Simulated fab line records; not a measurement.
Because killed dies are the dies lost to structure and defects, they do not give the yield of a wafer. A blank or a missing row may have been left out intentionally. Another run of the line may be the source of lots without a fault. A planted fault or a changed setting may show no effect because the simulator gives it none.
Chamber matching	flow n5_finfet	4 sister chambers for N5_BEOL_M14_VIA_ETCH_16 on rie_diel-02
The step etches SiO2 in C4F8/O2/Ar, target depth 1231.3 nm. 7 wafers are shown with their chamber, then 8 later ones without.

WAFERS WITH THEIR CHAMBER
wafer	chamber	drypump_motor_current_A (A)	rf_vpp_V (V)
L082.2	2	5.2	2192
L082.5	1	5.5	2230
L084.4	1	5.5	2230
L085.3	0	6.3	2174
L085.5	0	6.3	2175
L085.6	2	5.3	2191
L093.1	3	5.7	2188

WAFERS WITHOUT THEIR CHAMBER
wafer	drypump_motor_current_A (A)	rf_vpp_V (V)
L093.3	6.4	2175
L093.5	6.4	2174
L090.1	6.4	2173
L090.2	5.4	2232
L090.4	5.2	2191
L095.1	5.7	2189
L095.5	6.4	2174
L095.6	5.7	2188

CHAMBER TAKEN BY EACH
wafer	from the rows above	in truth
L093.3	0	0
L093.5	0	0
L090.1	0	0
L090.2	1	1
L090.4	2	2
L095.1	3	3
L095.5	0	0
L095.6	3	3
8 of 8 placed correctly. Number that these rows cannot place: 0. 0 placed wrongly.
How it was worked out, from the rows above alone: a wafer's distance from a chamber is the root of the sum, over the readings, of the square of ((its reading less the chamber's mean) divided by the reading's scatter). The wafer belongs to the nearest chamber; if the next one is less than 2 further off, it can't be placed. A chamber's mean is the mean of its shown wafers. The scatter: the root of (the sum of the squares of (reading less its chamber's mean) over the shown wafers, divided by (wafers less chambers)).
